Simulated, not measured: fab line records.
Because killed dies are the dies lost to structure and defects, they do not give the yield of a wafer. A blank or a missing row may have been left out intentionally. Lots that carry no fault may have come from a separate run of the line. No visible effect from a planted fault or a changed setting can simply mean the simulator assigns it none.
Problem report in the 8D (eight disciplines) form, filled by code    flow nand_harc    the parts of the form that need people (team, actions taken, sign-off) are left out

## 1. WHAT IS WRONG
At NHARC_A_ONON_D1_THK_MEAS_30, thk_nm averages 630 nm over 4 wafers from 3 lots, while fault-free wafers read 999 nm, standard deviation 9.5. That is -39 standard deviations from the usual mean.
The step: measures by ellipsometry.
Earliest sighting: wafer L645.5 on film_metro-01 at day 11 06:14. At this step, 42 wafers from 15 lots have a number in the record. Rule for "out", or "out of limits": more than 4 standard deviations from the usual mean. The rest of the wafers with a number are treated as sound.

## 2. WHAT IT IS; WHAT IT IS NOT
question                     is                              is not
which readings at this step  thk_nm                          -
which lots                   L642, L644, L645                L632, L633, L634, L635, L636, L639, L640, L648, L649, L651, L653, L654
which wafers of those lots   L642.5, L644.5, L645.5, L645.6  L642.4, L644.4
read on which gauges         film_metro-01, film_metro-02    -
when                         from day 11 06:14               up to then (21 sound wafers); but 17 sound wafers of L642, L644, L648, L649, L651, L653, L654 came after

## 3. THE SUSPECTS, EACH WITH WHAT RULES IT OUT
Counting: a tool at a process step up to the reading stays a suspect if it ran every lot that is out. Sound lots after the first of them don't rule it out here, since some wafers of a struck lot are sound.
- ruled out: the gauge at NHARC_A_ONON_D1_THK_MEAS_30. Those wafers that are out were read across 2 gauges (film_metro-01, film_metro-02).
- pecvd_onon-03 at NHARC_A_ONON_D1_DEP_28 (target thk 1000 nm): kept. It processed each lot that is out (first: L645, day 11 05:57); up to then, its last sound lot is L635 (day 8 21:37).
The count leaves pecvd_onon-03 at NHARC_A_ONON_D1_DEP_28.

## 4. THE CAUSE (what the simulator had put in)
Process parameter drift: pecvd_onon-03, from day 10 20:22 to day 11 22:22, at NHARC_A_ONON_D1_DEP_28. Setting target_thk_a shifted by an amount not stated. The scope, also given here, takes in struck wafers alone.
After counting, this tool was the only one left.

## 5. THE EFFECT CHAIN, in route order
One row per reading whose mean, taken over the struck wafers that have a number, lies over 3 standard deviations from the usual. Only readings whose record carries a usual standard deviation are examined. hours: median over the lots of the time between each lot's start at the first step of this table that gives one and its start at this step. sigmas: the change, counted in usual standard deviations.
hours  step                         reading          usual   on struck wafers  change  sigmas
0      NHARC_A_ONON_D1_THK_MEAS_30  thk_nm           999 nm  630               -370    -39
343    NHARC_END_SORT_01            killed_at_array  28      672               +644    +59
343    NHARC_END_SORT_01            killed_dies      31      677               +646    +59

## 6. WHAT WOULD HAVE CAUGHT IT SOONER
In this record the first reading out of limits at a measuring or inspecting step was taken at day 11 06:14, 10 hours after the fault began at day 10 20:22.
Of the tool readings at NHARC_A_ONON_D1_DEP_28 for which the record gives a usual standard deviation, none was out on any struck wafer, so an alarm limit of 4 standard deviations on them would not have fired.
Lots out: 3; of these, L642, L644 started NHARC_A_ONON_D1_DEP_28 on pecvd_onon-03 after day 11 06:14. A hold on the tool at that time would have spared those 2.
